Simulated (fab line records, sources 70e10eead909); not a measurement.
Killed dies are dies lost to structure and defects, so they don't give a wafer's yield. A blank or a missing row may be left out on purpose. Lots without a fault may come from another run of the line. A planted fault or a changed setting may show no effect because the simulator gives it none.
A struck lot beside a sound one | flow nand_harc | 24 steps out of a route of 1302
Sound: wafers L214.1, L214.3, L214.5. Struck: wafer L222.5. (L222.1, L222.2 of the same lot were not struck and are left out.) The cause comes at the end.
At each step with rows: each side's tool, then ch and its chambers, then its first start. Under that, the readings that differ: sound wafers | struck wafers | difference of the means | sigmas: that difference in standard deviations of wafers without a fault.
alike: readings whose means differ by less than 2 such deviations, and words and numbers that are the same on both sides. not compared: withheld readings, readings that some wafer has no value for, bounds like >300 that may hide the same value, and numbers for which the record gives no deviation and whose values overlap.
The two part at a step that has a row with sigmas, a row that says differs or no value, or rows on one side only. Numbers that don't overlap but have no deviation are shown without sigmas and don't part them. A reading that every wafer of one side lacks parts them only if that side has two wafers or more.

NHARC_A_M0_INSPECT_27:
  sound on defect_inspect-02, day 26 14:56; struck on defect_inspect-02, day 30 18:07
  alike: raw_defect_count
NHARC_A_M0_PRE_CLEAN_31: time 12 s.
  sound on pecvd-02 ch 0,1, day 26 14:59; struck on pecvd-01 ch 2, day 30 18:11
  alike: heater_power_w
NHARC_A_M0_DEP_32: deposits SiCN, target thk 30 nm.
  sound on pecvd-02 ch 0,1, day 26 15:04; struck on pecvd-01 ch 2, day 30 18:16
  alike: chamber_pressure_Torr, heater_power_w
then, 8 steps without rows for these wafers: NHARC_A_M1_DEP_00 (deposits SiOC, target thk 182.5 nm); NHARC_A_M1_DEHYDRATE_01 (time 120 s); NHARC_A_M1_HMDS_02 (time 30 s); NHARC_A_M1_COAT_34 (time 65 s); NHARC_A_M1_COAT_03 (resist thk 90 nm); NHARC_A_M1_SOFTBAKE_04 (time 55 s); NHARC_A_M1_EBR_05; NHARC_A_M1_EXPOSE_06 (exposes mask A M1, target cd 120 nm).
NHARC_A_M1_PEB_07: peb time 65 s.
  sound on litho_track-04 ch 0, day 26 16:13; struck on litho_track-04 ch 0, day 30 19:27
then, 1 step without rows for these wafers: NHARC_A_M1_DEVELOP_08 (develop time 35 s).
NHARC_A_M1_CD_MEAS_09: target cd 120 nm.
  sound on cd_sem-02 ch 0, day 26 16:18; struck on cd_sem-02 ch 0, day 30 19:31
  reading    | sound             | struck | difference | sigmas
  cd_nm (nm) | 121.3 121.2 121.1 | 123.4  | +2.2       | +4
NHARC_A_M1_OVL_MEAS_10: pitch 240 nm.
  sound on overlay-02, day 26 16:23; struck on overlay-02, day 30 19:37
  alike: overlay_x_nm, overlay_y_nm
NHARC_A_M1_INSPECT_11:
  sound on defect_inspect-01, day 26 16:26; struck on defect_inspect-02, day 30 19:39
  alike: raw_defect_count
NHARC_A_M1_DESCUM_14: chemistry O2, time 3 s.
  sound on rie_diel-08 ch 1, day 26 16:29; struck on rie_diel-13 ch 0, day 30 19:43
  reading               | sound             | struck | difference | sigmas
  model.A_M1.cd_nm (nm) | 121.2 121.2 121.2 | 123.8  | +2.6       |
  alike: drypump_motor_current_A, oes_product_au, rf_vpp_V, showerhead_plenum_p_Torr, throttle_valve_pct
  not compared: rf_hours_counter_h
NHARC_A_M1_ETCH_35: etches the open film in N2/H2, target depth 40 nm, overetch 12 nm, time 43.94 s.
  sound on rie_diel-08 ch 1,3, day 26 16:38; struck on rie_diel-13 ch 2, day 30 19:48
  reading                         | sound          | struck | difference | sigmas
  drypump_motor_current_A (A)     | 5.1 5.5 5.5    | 6.2    | +0.8       | +2
  showerhead_plenum_p_Torr (Torr) | 2.04 1.97 1.97 | 2.13   | +0.14      | +2
  alike: oes_product_au, rf_vpp_V, throttle_valve_pct
  not compared: rf_hours_counter_h
NHARC_A_M1_ETCH_15: etches the open film in C4F8/Ar, target depth 182.5 nm, time 91.2 s.
  sound on rie_diel-08 ch 1,3, day 26 16:45; struck on rie_diel-13 ch 3
  alike: oes_product_au, rf_vpp_V
  not compared: rf_hours_counter_h
NHARC_A_M1_CD_MEAS_16:
  sound on cd_sem-03, day 26 16:56; struck on cd_sem-03, day 30 20:01
  reading    | sound             | struck | difference | sigmas
  cd_nm (nm) | 120.8 121.4 121.4 | 123.5  | +2.3       | +3
NHARC_A_M1_STRIP_18: strips in N2/H2.
  sound on rie_diel-13 ch 0,1,2, day 26 17:02; struck on rie_diel-08 ch 2, day 30 20:05
  alike: drypump_motor_current_A, oes_product_au, power_w, rf_vpp_V, showerhead_plenum_p_Torr, throttle_valve_pct
  not compared: rf_hours_counter_h
NHARC_A_M1_ETCH_28: etches the open film in CF4/N2, target depth 30 nm, time 72.99 s.
  sound on rie_diel-13 ch 1,2,3; struck on rie_diel-08 ch 2
  reading               | sound           | struck | difference | sigmas
  model.A_M1.cd_nm (nm) | 121 121.1 121.2 | 124.1  | +3.0       |
  alike: drypump_motor_current_A, oes_product_au, rf_vpp_V, showerhead_plenum_p_Torr, throttle_valve_pct
  not compared: rf_hours_counter_h
then, 1 step without rows for these wafers: NHARC_A_M1_STRIP_19 (strips in post etch residue remover, time 600 s).
NHARC_END_SORT_01:
  sound on prober-02 ch 0, day 28 01:13; struck on prober-01 ch 0, day 32 15:25
  reading         | sound | struck | difference | sigmas
  killed_at_other | 1 2 4 | 0      | -2         | -2
  alike: defect_limited_yield, killed_at_array, killed_at_periphery, killed_dies, killed_open, killed_short

WHERE THEY PART
First at NHARC_A_M1_CD_MEAS_09; last, within this record, at NHARC_END_SORT_01.

WHY: what the simulator had put in
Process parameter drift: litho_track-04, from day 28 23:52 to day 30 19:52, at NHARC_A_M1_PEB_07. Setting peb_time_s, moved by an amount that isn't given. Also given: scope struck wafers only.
